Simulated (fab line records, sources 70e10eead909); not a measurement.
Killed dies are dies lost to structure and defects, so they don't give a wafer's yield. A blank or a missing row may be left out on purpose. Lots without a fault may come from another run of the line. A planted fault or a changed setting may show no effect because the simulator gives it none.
Which tool did it? | flow nand_harc | 24 lots, 72 wafers sampled, at 2 steps of a route of 1302

WHAT THE GAUGES READ, wafer by wafer
NHARC_A_SGD_CUT_OVL_MEAS_10. Usual: overlay_x_nm 0.3 nm, standard deviation 0.92; overlay_y_nm -0.1 nm, standard deviation 0.86.
lot  | measured     | on         | overlay_x_nm (nm) | overlay_y_nm (nm) | flag
L074 | day 19 04:35 | overlay-01 | -0.2 0.0 -0.6     | 0.7 0.7 0.4       |
L075 | day 19 22:42 | overlay-01 | 1.0 0.9 0.6       | 0.5 0.1 0.2       |
L076 | day 20 01:18 | overlay-01 | 0.7 1.0 1.1       | 0.4 -0.5 -0.3     |
L077 | day 20 15:04 | overlay-02 | 0.1 -0.4 -0.2     | -0.7 -0.9 -0.6    |
L078 | day 20 22:34 | overlay-02 | 0.4 0.5 0.0       | -0.4 -0.7 -0.3    |
L079 | day 21 15:36 | overlay-02 | -1.4 -1.6 -1.0    | 0.3 -0.3 -0.2     |
L081 | day 22 04:35 | overlay-01 | 1.8 1.8 1.3       | -0.1 0.2 0.3      |
L080 | day 22 04:47 | overlay-02 | 0.3 -0.1 -0.3     | 1.0 1.2 0.4       |
L082 | day 22 14:13 | overlay-01 | 0.8 0.5 0.5       | -0.7 0.4 -0.2     |
L085 | day 23 05:12 | overlay-01 | 0.7 1.1 0.8       | 0.1 -0.5 0.0      |
L084 | day 23 05:26 | overlay-01 | -1.9 -1.3 -1.6    | 0.1 0.3 -0.2      |
L083 | day 23 18:10 | overlay-01 | 0.8 0.6 0.3       | 0.5 0.0 -0.6      |
L086 | day 24 07:04 | overlay-01 | 1.2 1.6 0.4       | -0.1 -0.5 -0.4    |
L087 | day 24 23:54 | overlay-01 | -0.7 -0.4 -0.4    | -1.2 -0.9 -0.6    |
L089 | day 25 13:06 | overlay-01 | 0.4 -0.1 0.5      | -1.7 -1.0 -1.8    |
L088 | day 25 13:19 | overlay-01 | 1.2 0.1 0.8       | 0.1 -0.2 0.1      |
L090 | day 25 23:04 | overlay-02 | 0.1 0.6 0.2       | -0.7 -0.7 -0.6    |
L091 | day 25 23:35 | overlay-01 | -0.6 0.0 0.3      | 1.9 2.1 2.1       |
L092 | day 26 21:05 | overlay-01 | 0.0 0.4 0.0       | 0.0 0.1 0.3       |
L093 | day 27 02:05 | overlay-01 | 2.6 2.7 2.6       | -1.2 -2.2 -1.5    |
L095 | day 28 06:56 | overlay-02 | 0.5 0.4 0.4       | 1.1 0.7 1.0       |
L094 | day 28 08:28 | overlay-01 | 0.5 0.1 -0.4      | 0.9 0.9 0.8       |
L097 | day 29 01:00 | overlay-02 | -0.1 0.1 -0.5     | 0.9 1.0 0.6       |
L096 | day 29 01:22 | overlay-01 | -0.4 -0.5 -0.6    | -1.0 -1.1 -1.2    |

WHICH TOOL RAN EACH LOT (tool, then ch and the chambers of the sampled wafers, then the start)
lot  | NHARC_A_STAIRCASE_CMP_152
L074 | cmp-01 ch 1,2,3, day 19 02:00
L075 | cmp-01 ch 0,1,2, day 19 19:55
L076 | cmp-01 ch 0,2,3, day 19 22:41
L077 | cmp-02 ch 0,1,2, day 20 12:30
L078 | cmp-02 ch 0,2, day 20 19:58
L079 | cmp-01 ch 0,2, day 21 12:53
L081 | cmp-04 ch 0,2,3, day 22 01:37
L080 | cmp-01 ch 1,2, day 22 01:49
L082 | cmp-01 ch 0,2,3, day 22 11:43
L085 | cmp-01 ch 1,2, day 23 02:37
L084 | cmp-01 ch 1,2,3, day 23 02:52
L083 | cmp-04 ch 2,3, day 23 15:19
L086 | cmp-01 ch 0,1,3, day 24 04:35
L087 | cmp-02 ch 0,1,2, day 24 21:13
L089 | cmp-02 ch 0,3, day 25 10:34
L088 | cmp-04 ch 0,1,3, day 25 10:51
L090 | cmp-01 ch 0,1,2, day 25 20:34
L091 | cmp-02 ch 2,3, day 25 20:54
L092 | cmp-02 ch 1,2,3, day 26 18:39
L093 | cmp-02 ch 0,1,3, day 26 23:32
L095 | cmp-04 ch 1,2, day 28 04:19
L094 | cmp-01 ch 0,2, day 28 05:32
L097 | cmp-04 ch 0,1, day 28 22:32
L096 | cmp-01 ch 1,3, day 28 22:41
- NHARC_A_STAIRCASE_CMP_152: polishes.

WHAT THE TOOLS THEMSELVES READ (means of the sampled wafers that have a number; where no wafer has one, the mark that the record gives instead)
NHARC_A_STAIRCASE_CMP_152. Usual: motor_current_A 12.1 A, standard deviation 0.75.
lot  | tool   | motor_current_A (A) | flag
L074 | cmp-01 | 11.8                |
L075 | cmp-01 | 12.3                |
L076 | cmp-01 | 12.2                |
L077 | cmp-02 | 12.3                |
L078 | cmp-02 | 12.8                |
L079 | cmp-01 | 12.5                |
L081 | cmp-04 | 12.2                |
L080 | cmp-01 | 11.5                |
L082 | cmp-01 | 12.1                |
L085 | cmp-01 | 11.8                |
L084 | cmp-01 | 11.9                |
L083 | cmp-04 | 12.5                |
L086 | cmp-01 | 11.9                |
L087 | cmp-02 | 12.8                |
L089 | cmp-02 | 11.2                |
L088 | cmp-04 | 12.7                |
L090 | cmp-01 | 12.5                |
L091 | cmp-02 | 10.7                |
L092 | cmp-02 | 11.3                |
L093 | cmp-02 | 11.6                |
L095 | cmp-04 | 12.3                |
L094 | cmp-01 | 12.2                |
L097 | cmp-04 | 12.4                |
L096 | cmp-01 | 11.6                |

THE ANSWER, worked out from the rows above alone
Rule: a lot is off if the mean of its wafers that have a number lies more than 3 standard deviations from the usual mean. A lot without any number at a reading at which 4 lots or more have one is off too. The other lots that the step has rows for count as sound. The gauges are gone through in route order, then the tools' own readings, and for those a lot's mean is taken as printed above. The first step at which some lot is off is used, and at that step the reading that is off furthest; a lot without a number counts as furthest.
No lot is off at any reading shown: from this, nothing can be told.

WHAT THE SIMULATOR HAD PUT IN
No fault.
